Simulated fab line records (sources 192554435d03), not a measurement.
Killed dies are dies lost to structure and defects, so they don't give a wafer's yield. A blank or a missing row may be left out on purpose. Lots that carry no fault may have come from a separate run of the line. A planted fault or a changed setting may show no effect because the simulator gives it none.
fab line records + flow n5_finfet
record:
- lots: 4
- wafers: 10
- last_day: 17
route steps=1938 shown ILD0@335 SDB@347 PASSIVATION@1936
lots untouched by any fault: they come from a run of this same line in which no faults occurred
start_h: the number of hours between the record's first day and the start of the first shown wafer of the lot + wait_h: hours elapsed since this lot's preceding step + " repeats the value in the row above + L1.1+2: a single row standing in for several wafers + - either no value or no given start + * or withheld: withheld + < > ~ a bound
route shown NAME@n: a module of which the file shows steps, and the number in the route of the first + usual: mean and standard deviation over wafers with no fault + same: alike in all rows + chamber/n: place in a boat + sites: each site's reading + _std_site: standard deviation of those values + _edge_site: the outer-site mean with the inner-site mean subtracted + radius_mm: for every site, how far away it sits from the centre of the wafer + mask NAME#n: copy n + behind: the tool/chamber that last shaped the wafer + hold: cause of the lot's hold/its duration in hours/its outcome + device: transistor that didn't switch, given as n, p or np + end of line: at the end of the route, the tests of the same wafers + a step without rows: its recipe alone + killed: at the first sort, the dies lost to defects and structure; wafer yield is something else + map: per-die view of a wafer (x killed, . not killed, _ where there is no die)
set.NAME: the run value of the setting; set.NAME@STEP: its run value at that earlier step + model.NAME: the simulator's own value behind a step, which no gauge read
certain route steps with their lots: each step a table, each wafer a row
services: when a tool's chamber went out of use (start_h, in hours from the record's first day, below 0 if earlier), for how many hours, and the reason
== steps ==
step: N5_ILD0_LINER_00
recipe:
- material: SiNx
- target_thk_a: 40
- temp_c: 400
- ald_precursor_family: SiH2I2
- ald_co_reactant: N2/H2-plasma
- pulse_time_s: 1
- purge_time_s: 2
- co_reactant_purge_time_s: 2
- ald_cycles: 80
- pressure_torr: 2
step: N5_ILD0_FCVD_FILL_01
recipe:
- material: SiO2_flowable
- target_thk_a: 2000
- temp_c: 100
- pressure_torr: 0.8
- rf_w: 2000
- time_s: 328.3
step: N5_ILD0_CURE_02
recipe:
- temp_c: 450
- time_s: 1800
- ambient: steam
- idle_temp_c: 400
- ramp_up_c_per_min: 5
- ramp_down_c_per_min: 3
- densification_p_h2o_torr: 640
step: N5_ILD0_CMP_03
recipe:
- stop_on: SiNx
- t_overpolish_s: 1.9
- post_cmp_clean: alkaline_brush
- down_force_psi: 4.1491
- platen_rpm: 51.796
- pad_velocity_m_s: 1.0306
- target_thk_nm: 197.38
step: N5_ILD0_CMP_07
recipe:
- stop_on: poly-Si
- material: SiO2_flowable
- t_overpolish_s: 1.18
- post_cmp_clean: alkaline_brush
- down_force_psi: 4.1491
- platen_rpm: 51.796
- pad_velocity_m_s: 1.0306
- target_thk_nm: 138.88
step: N5_ILD0_PRECLEAN_10
recipe:
- chemistry: NF3:NH3
- afs_cycles: 5
- time_s: 20
- temp_c: 30
- sublimation_temp_c: 180
- sublimation_time_s: 60
- pressure_torr: 3
- rf_power_w: 30
step: N5_ILD0_ALD_15
recipe:
- material: SiNx
- target_thk_a: 240
- temp_c: 400
- ald_precursor_family: SiH2I2
- ald_co_reactant: N2/H2-plasma
- pulse_time_s: 1
- ald_cycles: 480
- purge_time_s: 2
- co_reactant_purge_time_s: 2
- pressure_torr: 2
step: N5_ILD0_CMP_12
recipe:
- stop_on: poly-Si
- material: SiNx
- t_overpolish_s: 6
- post_cmp_clean: alkaline_brush
- down_force_psi: 2.5
- platen_rpm: 51.8
- pad_velocity_m_s: 1.0307
- target_thk_nm: 17.67
step: N5_SDB_HM_DEP_00
recipe:
- material: SiNx
- target_thk_a: 400
- temp_c: 400
- precursor: SiH4/NH3/N2
- pressure_torr: 1.5
- rf_w: 300
- time_s: 35.3
usual:
- heater_power_w: 730/65
- showerhead_plenum_p_Torr: 5.15/0.043
- showerhead_vpp_V: 1062/39
- throttle_valve_pct: 40.4/2.3
| lot.wafer | tool     | chamber | start_h | wait_h | heater_power_w | showerhead_plenum_p_Torr | showerhead_vpp_V | throttle_valve_pct | model.SiNx_of_SDB_HM_DEP_00.thk_nm |
|-----------|----------|---------|---------|--------|----------------|--------------------------|------------------|--------------------|------------------------------------|
| L259.2    | pecvd-04 | 1       | 78.72   | 0.0    | 743            | 5.11                     | 1102             | 42.2               | 39.2                               |
| L259.4    | "        | 0       | "       | "      | 688            | 5.19                     | 1040             | 41.8               | 39.6                               |
| L259.6    | "        | 0       | "       | "      | 701            | 5.19                     | 1070             | 41.6               | 40                                 |
| L271.2    | pecvd-04 | 0       | 153.41  | 0.0    | 693            | 5.20                     | 1030             | 42.2               | 39.6                               |
| L271.6    | "        | 1       | "       | "      | 820            | 5.11                     | 1108             | 42.5               | 29.6                               |
| L273.1    | pecvd-04 | 0       | 159.61  | 0.0    | 655            | 5.19                     | 1057             | 42.2               | 28.6                               |
| L273.5    | "        | 2       | "       | "      | 702            | 5.15                     | 1032             | 36.2               | 39.6                               |
| L280.1    | pecvd-01 | 0       | 204.20  | 0.0    | 639            | 5.20                     | 1075             | 40.9               | 39.8                               |
| L280.4    | "        | 0       | "       | "      | 643            | 5.20                     | 1072             | 40.3               | 40.4                               |
| L280.5    | "        | 2       | "       | "      | 652            | 5.14                     | 1086             | 40.0               | 40                                 |
step: N5_SDB_COAT_03
recipe:
- resist: SOC
- temp_c: 250
- time_s: 60
- spin_rpm: 1500
- resist_thk_nm: 100
step: N5_SDB_COAT_04
recipe:
- resist: SiARC
- temp_c: 220
- time_s: 60
- spin_rpm: 1500
- resist_thk_nm: 18
step: N5_SDB_COAT_05
recipe:
- resist: CAR-ArF
- spin_rpm: 1500
- resist_thk_nm: 90
step: N5_SDB_EBR_07
recipe:
- solvent: PGMEA
- ebr_width_mm: 1.5
step: N5_SDB_SOFTBAKE_06
recipe:
- temp_c: 110
- time_s: 60
- resist: CAR-ArF
step: N5_SDB_EXPOSE_08
recipe:
- mask_id: SDB
- na: 1.35
- source_shape: conventional
- sigma_outer: 0.5
- polarization: unpolarized
- dose_mj: 49.6
step: N5_SDB_PEB_09
recipe:
- peb_temp_c: withheld
- peb_time_s: 60
- resist: CAR-ArF
step: N5_SDB_DEVELOP_10
recipe:
- develop_time_s: 30
- developer: TMAH
- resist: CAR-ArF
- rinse_liquid: diw
- dry: air_spin
- dev_temp_c: 23
step: N5_SDB_DESCUM_16
recipe:
- chemistry: O2
- time_s: 7.9
- source_power_w: 50
- bias_power_w: 20
- pressure_mtorr: 20
- rf_frequency_hz: 2.712e+07
- temp_c: 40
- resist: CAR-ArF
- o2_flow_sccm: 225
step: N5_SDB_ETCH_17
recipe:
- chemistry: CF4
- target: SiARC
- target_depth_a: 234
- mask_material: CAR-ArF
- time_s: 39
- ion_energy_ev: 80
- pressure_mtorr: 40
- source_w: 545
- bias_w: 36
- Ar_flow_sccm: 100
- cf4_flow_sccm: 100
- ends: cleared
step: N5_SDB_ETCH_18
recipe:
- chemistry: N2/H2
- target: SOC
- target_depth_a: 1000
- overetch_a: 200
- mask_material: SiARC
- temp_c: 40
- time_s: 150
- ion_energy_ev: 200
- pressure_mtorr: 30
- source_w: 840
- bias_w: 150
- n2_flow_sccm: 200
- h2_flow_sccm: 200
step: N5_SDB_STRIP_19
recipe:
- chemistry: N2/H2
- temp_c: 40
- n2_flow_sccm: 200
- h2_flow_sccm: 200
- rf_frequency_hz: 6e+07
step: N5_SDB_STRIP_21
recipe:
- chemistry: CF4
- resist: SiARC
- power_w: 300
- bias_power_w: 75
- pressure_mtorr: 50
- cf4_flow_sccm: 150
- rf_frequency_hz: 6e+07
step: N5_SDB_HM_OPEN_20
recipe:
- chemistry: CH3F/O2
- target: SiNx
- mask_material: SOC
- target_depth_a: 240
- stop_on: poly-Si
- over_etch_frac: 0.4
- ion_energy_ev: 120
- pressure_mtorr: 30
- source_w: 395
- bias_w: 73
- Ar_flow_sccm: 150
- CH3F_flow_sccm: 30
- O2_flow_sccm: 20
usual:
- CH3F_flow_sccm: 30.01/0.098
- drypump_motor_current_A: 5.7/0.31
- oes_o_777_au: 0.80/0.083
- oes_product_au: 0.65/0.064
- rf_vpp_V: 299/4.3
- showerhead_plenum_p_Torr: 2.04/0.063
- throttle_valve_pct: 16.30/0.24
same:
- over_etch_frac: 0.4
| lot.wafer | tool        | chamber | start_h | wait_h | CH3F_flow_sccm | drypump_motor_current_A | oes_o_777_au | oes_product_au | rf_hours_counter_h | rf_vpp_V | showerhead_plenum_p_Torr | throttle_valve_pct | model.etch.depth_nm |
|-----------|-------------|---------|---------|--------|----------------|-------------------------|--------------|----------------|--------------------|----------|--------------------------|--------------------|---------------------|
| L259.2    | rie_diel-05 | 1       | 79.74   | 0.0    | 30.08          | 5.5                     | 0.73         | 0.60           | 152                | 303      | 2.08                     | 16.36              | 23.26               |
| L259.4    | "           | 3       | "       | "      | 30.00          | 5.8                     | 0.92         | 0.73           | 19                 | 291      | 1.96                     | 16.13              | 23.7                |
| L259.6    | "           | 0       | "       | "      | 30.00          | 5.6                     | 0.95         | 0.77           | -                  | 296      | 2.14                     | 15.99              | 24.01               |
| L271.2    | rie_diel-05 | 2       | 154.17  | 0.0    | 29.95          | 5.5                     | 0.85         | 0.70           | 44                 | 305      | 2.03                     | 16.19              | 23.66               |
| L271.6    | "           | 3       | "       | "      | 29.92          | 5.8                     | 0.87         | 0.53           | -                  | 292      | 1.95                     | 16.17              | 13.56               |
| L273.1    | rie_diel-05 | 2       | 160.47  | 0.0    | 29.93          | 5.5                     | 0.84         | 0.52           | 46                 | 302      | 2.03                     | 16.19              | 12.51               |
| L273.5    | "           | 1       | "       | "      | 30.19          | 5.5                     | 0.71         | 0.58           | -                  | 304      | 2.07                     | 16.39              | 23.68               |
| L280.1    | rie_diel-05 | 2       | 204.85  | 0.0    | 30.09          | 5.6                     | 0.82         | 0.68           | 61                 | 304      | 2.02                     | 16.21              | 23.75               |
| L280.4    | "           | 0       | "       | "      | 29.95          | 5.7                     | 0.86         | 0.70           | 47                 | 296      | 2.13                     | 16.07              | 24.31               |
| L280.5    | "           | 1       | "       | "      | 29.85          | 5.5                     | 0.70         | 0.58           | -                  | 302      | 2.06                     | 16.45              | 23.96               |
step: N5_SDB_STRIP_22
recipe:
- chemistry: N2/H2
- power_w: 1000
- temp_c: 250
- h2_frac: 0.65
- overash_fraction: 0.3
- pressure_mtorr: withheld
- n2_flow_sccm: 1750
- h2_flow_sccm: 3250
step: N5_SDB_PRECLEAN_23
recipe:
- chemistry: dHF
- time_s: 30
- temp_c: 25
- dilution: withheld
step: N5_SDB_DUMMY_REMOVE_24
recipe:
- chemistry: TMAH
- temp_c: 70
- target: poly-Si
- stop_on: SiO2
- target_depth_nm: 142
- conc_wt_pct: 5
- time_s: 57
- dry: ipa_marangoni
- rinse_time_s: 30
- rinse_temp_c: 23
step: N5_SDB_ETCH_25
recipe:
- chemistry: C4F6/O2
- target: SiO2
- target_depth_a: 100
- time_s: 3.3
- ion_energy_ev: 250
- mask_material: SiNx
- pressure_mtorr: 30
- source_w: 345
- bias_w: 185
- Ar_flow_sccm: 300
- C4F6_flow_sccm: 10
- O2_flow_sccm: 10
step: N5_SDB_CUT_ETCH_26
recipe:
- chemistry: HBr/Cl2/O2
- target: Si
- target_depth_a: 1296
- bt_time_s: 20
- mask_material: SiNx
- time_s: 51.8
- ion_energy_ev: *
- bias_w: *
- pressure_mtorr: 10
- icp_w: 800
- HBr_flow_sccm: 150
- Cl2_flow_sccm: 80
- O2_flow_sccm: 12
step: N5_SDB_PRECLEAN_38
recipe:
- chemistry: dHF
- time_s: 10
- dilution: 750:1
- temp_c: 25
| lot.wafer  | tool         | chamber | start_h | wait_h | model.SiNx_of_SDB_HM_DEP_00.thk_nm |
|------------|--------------|---------|---------|--------|------------------------------------|
| L259.2     | wet_bench-01 | 5       | 80.24   | 0.1    | 21                                 |
| L259.4     | "            | 7       | "       | "      | 21.8                               |
| L259.6     | "            | 1       | "       | "      | 22.2                               |
| L271.2     | wet_bench-01 | 5       | 154.68  | 0.1    | 21.2                               |
| L271.6     | "            | 1       | "       | "      | 11.8                               |
| L273.1     | wet_bench-05 | 3       | 160.99  | 0.1    | 10.2                               |
| L273.5     | "            | 6       | "       | "      | 21.6                               |
| L280.1+4+5 | wet_bench-02 | 3,2,4   | 205.35  | 0.1    | 22.2                               |
step: N5_SDB_PRECLEAN_39
recipe:
- chemistry: O3/DIW
- time_s: 45
- temp_c: 22
- o3_ppm: 10
step: N5_PASSIVATION_PROBE_49
usual:
- killed_at_M0_to_M3: 35/11
- killed_at_M4_up: 14/5.4
- killed_at_contacts: 12/6.2
- killed_at_front_end: 38/11
- killed_at_other: 4.1/2.8
- killed_dies: 103/17
- killed_on_rim: 13/4
- killed_open: 66/13
- killed_short: 34/8.2
same:
- gross_dies: 1180
- killed_at_back_side: 0
| lot.wafer | tool      | chamber | start_h | wait_h | killed_at_M0_to_M3 | killed_at_M4_up | killed_at_contacts | killed_at_front_end | killed_at_other | killed_dies | killed_on_rim | killed_open | killed_short |
|-----------|-----------|---------|---------|--------|--------------------|-----------------|--------------------|---------------------|-----------------|-------------|---------------|-------------|--------------|
| L273.1    | prober-01 | -       | 358.57  | 0.0    | 40                 | 17              | 14                 | 21                  | 6               | 98          | 6             | 71          | 26           |
| L273.5    | prober-01 | -       | 358.77  | 0.2    | 34                 | 12              | 16                 | 37                  | 1               | 100         | 15            | 76          | 23           |
killed by level:class
L273.1 MOL_CONTACT_COAG:geometric_particle:open=11 BEOL_M0_SAQP:geometric_particle:open=9 BEOL_M2:geometric_particle:open=9 BEOL_M0_SAQP:geometric_particle:short=7 FIN_SAQP:geometric_particle:open=6 BEOL_M4:geometric_particle:open=6 BEOL_M1:geometric_particle:open=5 BEOL_M5:geometric_particle:open=5
L273.5 MOL_CONTACT_COAG:geometric_particle:open=14 BEOL_M2:geometric_particle:open=12 STI_FIN_REVEAL:geometric_particle:open=10 FIN_SAQP:geometric_particle:open=6 DUMMY_GATE:geometric_particle:open=5 BEOL_M0_SAQP:geometric_particle:short=5 BEOL_M1:geometric_particle:open=4 BEOL_M3:geometric_particle:open=4
== services ==
| tool        | chamber | start_h | hours | kind           |
|-------------|---------|---------|-------|----------------|
| rie_diel-05 | 3       | 55.27   | 10.0  | repair         |
| pecvd-01    | 0       | 69.34   | 2.1   | scheduled_down |
| pecvd-04    | 2       | 76.71   | 5.5   | scheduled_down |
| pecvd-04    | 2       | 100.59  | 2.1   | scheduled_down |
| pecvd-01    | 2       | 133.21  | 5.5   | scheduled_down |
| pecvd-04    | -       | 133.72  | 14.6  | pm             |
| pecvd-01    | -       | 166.23  | 6.0   | pm             |
| pecvd-04    | 0       | 173.37  | 10.2  | repair         |
| pecvd-01    | -       | 176.61  | 1.2   | repair         |
| pecvd-04    | 2       | 190.12  | 32.7  | repair         |
== key ==
first_sign none at tools or gauges
model_effect:
- step: N5_SDB_HM_DEP_00
- value: SiNx_of_SDB_HM_DEP_00.thk_nm
- without: 39.8
- struck: 29.1
model_effect:
- step: N5_SDB_HM_OPEN_20
- value: etch.depth_nm
- without: 23.89
- struck: 13.04
model_effect:
- step: N5_SDB_PRECLEAN_38
- value: SiNx_of_SDB_HM_DEP_00.thk_nm
- without: 21.9
- struck: 11
met_at N5_SDB_HM_DEP_00
struck_wafers L271.6,L273.1
tester_left_out L271,L273
onset_between 78.72 153.41
fault:
- kind: process_parameter_drift
- tool: pecvd-04
- chamber: -
- onset_h: 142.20
- steps: N5_SDB_HM_DEP_00
- channel: time_s
- offset: *
- shape: step
- end_h: 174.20
- scope: struck_wafers_only
- acts_in: *
- stated: *
tester_left_out: of these lots the tester's yield and bins aren't shown, on N5 and GAA mostly nor the transistor test; their killed dies are dies lost to structure and defects alone, not to doping, threshold or leakage, so they don't give the yield
